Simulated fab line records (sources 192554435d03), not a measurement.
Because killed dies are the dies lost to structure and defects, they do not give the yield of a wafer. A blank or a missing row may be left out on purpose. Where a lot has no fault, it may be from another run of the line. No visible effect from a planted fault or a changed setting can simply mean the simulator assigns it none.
Matching of chambers -- flow n5_finfet -- N5_BEOL_M8_DEP_56 on pecvd-01: 3 sister chambers
The step deposits SiCN from 3MS/NH3, target thk 10 nm, time 17.5 s. 20 wafers are shown with their chamber, then 10 later ones without.

## WAFERS WITH THEIR CHAMBER
wafer,chamber,showerhead_plenum_p_Torr (Torr),throttle_valve_pct (%),chamber_pressure_Torr (Torr)
L076.2,1,3.698,9.6,3.003
L076.4,2,3.627,8.6,3.001
L076.5,0,3.636,9.4,2.998
L077.1,2,3.628,8.4,3.006
L077.3,0,3.642,9.1,2.999
L077.5,1,3.689,9.2,2.993
L082.1,2,3.638,8.8,2.993
L082.4,0,3.628,9.3,2.989
L082.6,1,3.692,9.7,3.000
L087.2,1,3.703,9.6,2.993
L087.3,0,3.641,9.5,3.003
L087.6,0,3.639,9.6,3.007
L089.1,2,3.637,8.8,3.007
L089.3,1,3.685,9.2,2.991
L089.4,2,3.644,8.8,3.000
L086.2,0,3.628,9.0,3.000
L086.4,2,3.631,8.5,3.007
L086.5,0,3.637,9.1,3.004
L090.1,0,3.626,9.3,2.997
L090.2,1,3.689,9.4,2.998

SIGNATURES (means of the wafers above)
reading,chamber 0,chamber 1,chamber 2,scatter within a chamber
showerhead_plenum_p_Torr,3.63462,3.69267,3.63417,0.00653
throttle_valve_pct,9.287,9.450,8.650,0.203
chamber_pressure_Torr,2.99962,2.99633,3.00233,0.00526
Rule: for a wafer and a chamber, the distance is found by dividing, reading by reading, the gap between the wafer's reading and the chamber's mean by the reading's scatter, squaring, summing and taking the root. If the next closest chamber is less than 2 further off than the closest, the wafer can't be placed; otherwise it belongs to the closest. The scatter: take each reading less its chamber's mean, square it, sum over the shown wafers, divide by the number of wafers less the number of chambers, and take the root.

## WAFERS WITHOUT THEIR CHAMBER
wafer,showerhead_plenum_p_Torr (Torr),throttle_valve_pct (%),chamber_pressure_Torr (Torr)
L090.6,3.627,9.4,2.997
L093.1,3.636,8.6,3.006
L093.2,3.637,9.3,3.005
L093.6,3.633,9.5,2.989
L095.2,3.638,9.5,3.005
L095.3,3.641,8.5,3.000
L095.5,3.629,8.5,3.000
L096.2,3.680,9.8,2.993
L096.5,3.701,9.3,2.997
L096.6,3.633,9.2,3.013

## WHICH CHAMBER EACH ONE RAN IN
wafer,from the rows above,in truth
L090.6,0,0
L093.1,2,2
L093.2,0,0
L093.6,0,0
L095.2,0,0
L095.3,2,2
L095.5,2,2
L096.2,1,1
L096.5,1,1
L096.6,can't be placed: 0 or 2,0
Correctly placed: 9 of 10. Cannot be placed on the basis of these rows: 1; the candidates contain the true chamber in 1. 0 placed wrongly.
